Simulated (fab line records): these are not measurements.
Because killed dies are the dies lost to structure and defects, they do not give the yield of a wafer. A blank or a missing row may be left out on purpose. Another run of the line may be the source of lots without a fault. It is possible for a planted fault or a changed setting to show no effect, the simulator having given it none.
Chamber matching -- flow nand-harc -- NHARC_A_STAIRCASE_TRIM_196 on rie-diel-05 has 4 sister chambers
The step chemistry O2, time 211.2 s. 4 wafers are shown with their chamber, then 7 later ones without.

== EACH WAFER AND ITS CHAMBER ==
wafer,chamber,showerhead-plenum-p-Torr (Torr)
L079.1,3,3.57
L083.5,0,3.74
L091.1,2,3.53
L091.3,1,3.70

== WAFERS WITH NO CHAMBER GIVEN ==
wafer,showerhead-plenum-p-Torr (Torr)
L091.6,3.70
L095.1,3.53
L095.5,3.53
L095.6,3.55
L097.3,3.55
L097.5,3.73
L097.6,3.69

== WHICH CHAMBER EACH WENT THROUGH ==
wafer,from the rows above,in truth
L091.6,1,1
L095.1,2,2
L095.5,2,2
L095.6,can't be placed: 2 or 3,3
L097.3,can't be placed: 2 or 3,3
L097.5,can't be placed: 0 or 1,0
L097.6,1,1
Correctly placed: 4 of 7. From these rows, 3 cannot be placed; in 3 the true chamber is one of the candidates. Wrongly placed: 0.
How it was worked out, from the rows above alone: a wafer's distance from a chamber is the root of the sum, over the readings, of the square of ((its reading less the chamber's mean) divided by the reading's scatter). If the next closest chamber is less than 2 further off than the closest, the wafer can't be placed; otherwise it belongs to the closest. For every chamber, the mean is computed from those of its wafers that are shown. The scatter: root of mean squared gap, hidden wafer to nearest shown wafer, with one shown wafer a chamber.
